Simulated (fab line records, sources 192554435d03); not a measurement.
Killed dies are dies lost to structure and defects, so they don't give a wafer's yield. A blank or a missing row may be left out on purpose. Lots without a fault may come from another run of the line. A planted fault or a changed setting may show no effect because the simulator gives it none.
A struck lot beside a sound one | flow n5_finfet | 15 steps out of a route of 1938
Sound: wafers L299.1, L299.5, L299.6. Struck: wafer L308.2. (L308.1, L308.3 of the same lot were not struck and are left out.) The cause comes at the end.
At each step with rows: each side's tool, then ch and its chambers, then its first start. Under that, the readings that differ: sound wafers | struck wafers | difference of the means | sigmas: that difference in standard deviations of wafers without a fault.
alike: readings whose means differ by less than 2 such deviations, and words and numbers that are the same on both sides. not compared: withheld readings, readings that some wafer has no value for, bounds like >300 that may hide the same value, and numbers for which the record gives no deviation and whose values overlap.
The two part at a step that has a row with sigmas, a row that says differs or no value, or rows on one side only. Numbers that don't overlap but have no deviation are shown without sigmas and don't part them. A reading that every wafer of one side lacks parts them only if that side has two wafers or more.

N5_BEOL_M7_TRENCH_ETCH_37: etches SiCOH lowk in C4F6/O2, target depth 93.478 nm, time 31.2 s.
  sound on rie_diel-05 ch 0,2; struck on rie_diel-02 ch 2
  alike: drypump_motor_current_A, oes_f_703_au, oes_product_au, rf_vpp_V, showerhead_plenum_p_Torr, throttle_valve_pct
  not compared: rf_hours_counter_h
N5_BEOL_M7_ETCH_41: etches SiCN in CH3F/O2, target depth 31.9 nm, time 57.8 s.
  sound on rie_diel-05 ch 0,2; struck on rie_diel-02 ch 2
  alike: drypump_motor_current_A, oes_product_au, rf_vpp_V, showerhead_plenum_p_Torr, throttle_valve_pct
  not compared: rf_hours_counter_h
then, 1 step without rows for these wafers: N5_BEOL_M7_STRIP_80 (strips in N2/H2, time 10 s).
N5_BEOL_M7_OCD_MEAS_38:
  sound on ocd-01, day 10 12:09; struck on ocd-02, day 12 10:36
  alike: trench_depth_nm
then, 4 steps without rows for these wafers: N5_BEOL_M7_HM_STRIP_39 (strips TiN in peroxide tin strip, target depth 25 nm, time 158 s); N5_BEOL_M7_SRD_40 (time 30 s); N5_BEOL_M7_PRECLEAN_42 (cleans in residue remover, time 60 s); N5_BEOL_M7_SRD_43 (time 30 s).
N5_BEOL_M7_CD_MEAS_35: target cd 40 nm.
  sound on cd_sem-03, day 10 12:18; struck on cd_sem-01, day 12 10:46
  alike: cd_nm
N5_BEOL_M7_CURE_75: cures SiCOH lowk, time 120 s.
  sound on uv_cure-02 ch 1, day 10 12:20; struck on uv_cure-02 ch 0, day 12 10:49
  alike: lamp_power_pct, wafer_temp_C_max
then, 1 step without rows for these wafers: N5_BEOL_M7_DEGAS_44 (time 60 s).
N5_BEOL_M7_PRE_CLEAN_45: time 30 s.
  sound on pvd_sputter-03, day 10 13:04; struck on pvd_sputter-01, day 12 11:10
  alike: heater_power_w
N5_BEOL_M7_ALD_77: deposits TaN, target thk 2 nm, pulse time 2 s, purge time 3 s.
  sound on ald_metal-02 ch 0,2,3, day 10 13:11; struck on ald_metal-02 ch 0, day 12 11:15
  reading                      | sound             | struck | difference | sigmas
  ald_cycles                   | 40 40 40          | 44     | +4         |
  chamber_pressure_Torr (Torr) | 3.009 3.002 2.993 | 2.989  | -0.012     | -2
  alike: heater_power_w, precursor_vessel_temp_c
N5_BEOL_M7_SURFACE_TREAT_79:
  sound on pvd_sputter-03, day 10 15:06; struck on pvd_sputter-03, day 12 11:40
  not compared: throttle_valve_pct
-- the record jumps here: 4 days lie between the struck wafers' starts before and after (it left off in module BEOL_M7 and takes up again in module PASSIVATION, whose first step shown is number 1936 of the route) --
N5_PASSIVATION_PROBE_49:
  sound on prober-01, day 13 20:05; struck on prober-01, day 16 04:10
  alike: defect_limited_yield, killed_at_M0_to_M3, killed_at_M4_up, killed_at_contacts, killed_at_front_end, killed_at_other, killed_dies, killed_open, killed_short, sort_bin_5_function, sort_bin_6_memory, sort_n_pass, sort_yield_pct

WHERE THEY PART
Only at N5_BEOL_M7_ALD_77, within this record. Later steps at which nothing parts them and some readings are alike: N5_PASSIVATION_PROBE_49.

WHY: what the simulator had put in
Process parameter drift: ald_metal-02, from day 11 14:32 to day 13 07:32, at N5_BEOL_M7_ALD_77. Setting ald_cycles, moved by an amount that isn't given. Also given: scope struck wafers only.
